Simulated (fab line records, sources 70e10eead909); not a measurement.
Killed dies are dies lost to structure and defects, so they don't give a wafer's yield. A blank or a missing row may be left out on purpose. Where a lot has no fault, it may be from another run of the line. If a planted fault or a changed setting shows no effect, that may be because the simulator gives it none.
Struck lot and sound lot, side by side | flow nand-harc | 30 out of 1302 route steps
Sound: wafers L663.1, L663.2, L663.3. Struck: wafer L665.4. (L665.3, L665.5 of the same lot were not struck and are left out.) The cause comes at the end.
Per side, at each step with rows, come the tool, then ch with its chambers, and then its first start. Under that, the readings that differ: sound wafers | struck wafers | difference of the means | sigmas: that difference in standard deviations of wafers without a fault.
alike: readings whose means differ by less than 2 such deviations, and words and numbers that are the same on both sides. not compared: withheld readings, readings that some wafer has no value for, bounds like >300 that may hide the same value, and numbers for which the record gives no deviation and whose values overlap.
A row with sigmas, a row that says differs or no value, or rows on one side alone: a step with any of these is where the two part. Numbers that have no deviation but don't overlap get no sigmas and don't part them. Lack of a reading on every wafer of one side parts them only where that side has two or more wafers.

first, 7 steps without rows for these wafers: NHARC_A_CHANNEL_HOLE_D1_COAT_37 (time 65 s); NHARC_A_CHANNEL_HOLE_D1_COAT_04 (resist thk 90 nm); NHARC_A_CHANNEL_HOLE_D1_SOFTBAKE_05 (time 55 s); NHARC_A_CHANNEL_HOLE_D1_EBR_06; NHARC_A_CHANNEL_HOLE_D1_EXPOSE_07 (exposes mask HOLE D1, target cd 100 nm); NHARC_A_CHANNEL_HOLE_D1_PEB_08 (peb time 65 s); NHARC_A_CHANNEL_HOLE_D1_DEVELOP_09 (develop time 35 s).
NHARC_A_CHANNEL_HOLE_D1_CD_MEAS_10: the cd target is 100 nm.
  sound on cd-sem-01 ch 0, day 12 23:44; struck on cd-sem-02 ch 0, day 13 17:55
  reading    | sound            | struck | difference | sigmas
  cd-nm (nm) | 99.9 100.4 100.5 | 102.8  | +2.5       | +6
NHARC_A_CHANNEL_HOLE_D1_OVL_MEAS_11:
  sound on overlay-01 at day 12 23:50; struck on overlay-01 at day 13 18:00
  alike: overlay-x-nm, overlay-y-nm
NHARC_A_CHANNEL_HOLE_D1_INSPECT_12:
  sound on defect-inspect-02 at day 12 23:52; struck on defect-inspect-01 at day 13 18:02
  alike: raw-defect-count
then, 1 step without rows for these wafers: NHARC_A_CHANNEL_HOLE_D1_DESCUM_15 (chemistry O2, time 3 s).
NHARC_A_CHANNEL_HOLE_D1_ETCH_38: etches the open film in CF4, target depth 39 nm, time 65 s.
  sound on rie-diel-07 ch 0,1,2, day 13 00:01; struck on rie-diel-03 ch 0, day 13 18:11
  reading                | sound             | struck | difference | sigmas
  rf-fwd-power-W (W)     | 298.8 296.7 297.5 | 300.1  | +2.4       | +2
  rf-hours-counter-h (h) | 58 54 58          | 2      | -55        |
  alike: chamber-pressure-mTorr, drypump-motor-current-A, oes-product-au, rf-vpp-V, run-length-s, showerhead-plenum-p-Torr, throttle-valve-pct
NHARC_A_CHANNEL_HOLE_D1_ETCH_39: etches the open film in N2/H2, target depth 260 nm, time 325 s.
  sound on rie-diel-07 ch 1,2,3, day 13 00:06; struck on rie-diel-03 ch 0, day 13 18:16
  reading                | sound             | struck | difference | sigmas
  rf-hours-counter-h (h) | 58 53 58          | 2      | -54        |
  run-length-s (s)       | 345.9 347.0 346.2 | 267.5  | -78.9      | -99 or more
  alike: chamber-pressure-mTorr, drypump-motor-current-A, oes-product-au, rf-vpp-V, showerhead-plenum-p-Torr, throttle-valve-pct
  not compared: rf-fwd-power-W
then, 2 steps without rows for these wafers: NHARC_A_CHANNEL_HOLE_D1_ETCH_34 (etches the open film in CF4/CHF3, target depth 154 nm, time 77 s); NHARC_A_CHANNEL_HOLE_D1_ETCH_16 (etches the open film in O2/COS, target depth 3100 nm, time 806 s).
NHARC_A_CHANNEL_HOLE_D1_CD_MEAS_18:
  sound on cd-sem-02 at day 13 01:01; struck on cd-sem-02 at day 13 19:13
  alike: cd-nm
then, 2 steps without rows for these wafers: NHARC_A_CHANNEL_HOLE_D1_ETCH_19 (etches the open film in C4F8/O2/Ar, time 34.5 s); NHARC_A_CHANNEL_HOLE_D1_ETCH_20 (etches the open film in C4F8/O2/Ar, time 361.9 s, target depth 1600 nm).
NHARC_A_CHANNEL_HOLE_D1_ETCH_21: etches the open film in C4F8/O2/Ar, time 514.3 s, target depth 1600 nm.
  sound on har-etch-02 ch 0,1, day 13 03:44; struck on har-etch-02 ch 0, day 13 19:51
  alike: chamber-pressure-mTorr, drypump-motor-current-A, o2-flow-sccm, run-length-s, showerhead-plenum-p-Torr, temp-c, throttle-valve-pct
  not compared: rf-hours-counter-h
then, 3 steps without rows for these wafers: NHARC_A_CHANNEL_HOLE_D1_ETCH_22 (etches the open film in C4F8/O2/Ar, time 666.7 s, target depth 1600 nm); NHARC_A_CHANNEL_HOLE_D1_ETCH_23 (etches the open film in C4F8/O2/Ar, time 819 s, target depth 1600 nm); NHARC_A_CHANNEL_HOLE_D1_ETCH_24 (etches the open film in C4F8/O2/Ar, time 906.2 s, target depth 1500 nm).
NHARC_A_CHANNEL_HOLE_D1_ETCH_25: etches the open film in C4F8/O2/Ar, time 1040.2 s, target depth 1500 nm.
  sound on har-etch-02 ch 0,1, day 13 06:13; struck on har-etch-02 ch 0, day 13 22:29
  alike: chamber-pressure-mTorr, drypump-motor-current-A, o2-flow-sccm, run-length-s, showerhead-plenum-p-Torr, temp-c, throttle-valve-pct
  not compared: rf-hours-counter-h
then, 1 step without rows for these wafers: NHARC_A_CHANNEL_HOLE_D1_ETCH_26 (etches the open film in C4F8/O2/Ar, time 224.1 s, target depth 300 nm).
NHARC_A_CHANNEL_HOLE_D1_ETCH_33: etches the open film in C4F8/O2/Ar, time 90 s, target depth 400 nm.
  sound on har-etch-02 ch 0,1, day 13 07:18; struck on har-etch-02 ch 0, day 13 23:19
  alike: chamber-pressure-mTorr, drypump-motor-current-A, o2-flow-sccm, rf-fwd-power-W, run-length-s, showerhead-plenum-p-Torr, temp-c, throttle-valve-pct
  not compared: rf-hours-counter-h
then, 3 steps without rows for these wafers: NHARC_A_CHANNEL_HOLE_D1_STRIP_41 (strips in N2/H2); NHARC_A_CHANNEL_HOLE_D1_STRIP_42 (strips in CF4/CHF3); NHARC_A_CHANNEL_HOLE_D1_STRIP_43 (strips in O2/COS).
NHARC_A_CHANNEL_HOLE_D1_ETCH_44: etches the open film in CF4/O2, target depth 140 nm, overetch 14 nm, time 77 s.
  sound on rie-diel-07 ch 0,2,3, day 13 08:03; struck on rie-diel-03 ch 1, day 14 00:01
  reading                            | sound             | struck | difference | sigmas
  rf-hours-counter-h (h)             | 55 60 55          | 2      | -55        |
  model.A_CHANNEL_HOLE_D1.cd-nm (nm) | 89.09 92.01 90.01 | 94.2   | +3.8       |
  alike: chamber-pressure-mTorr, drypump-motor-current-A, o2-flow-sccm, oes_ar_750_au, oes_f_703_au, oes-product-au, rf-fwd-power-W, rf-vpp-V, run-length-s, showerhead-plenum-p-Torr, throttle-valve-pct
NHARC_A_CHANNEL_HOLE_D1_STRIP_27: strips in O2.
  sound: rie-diel-07 ch 0,1,3; struck: rie-diel-03 ch 1
  reading                | sound          | struck | difference | sigmas
  rf-hours-counter-h (h) | 55 55 61       | 2      | -55        |
  rf-vpp-V (V)           | 58.1 58.5 57.1 | 59.8   | +1.9       | +2
  alike: chamber-pressure-mTorr, drypump-motor-current-A, o2-flow-sccm, oes-product-au, showerhead-plenum-p-Torr, throttle-valve-pct

## WHERE THEY PART
At NHARC_A_CHANNEL_HOLE_D1_CD_MEAS_10 first; at NHARC_A_CHANNEL_HOLE_D1_STRIP_27 last (within this record only).

WHY: what the simulator had put in
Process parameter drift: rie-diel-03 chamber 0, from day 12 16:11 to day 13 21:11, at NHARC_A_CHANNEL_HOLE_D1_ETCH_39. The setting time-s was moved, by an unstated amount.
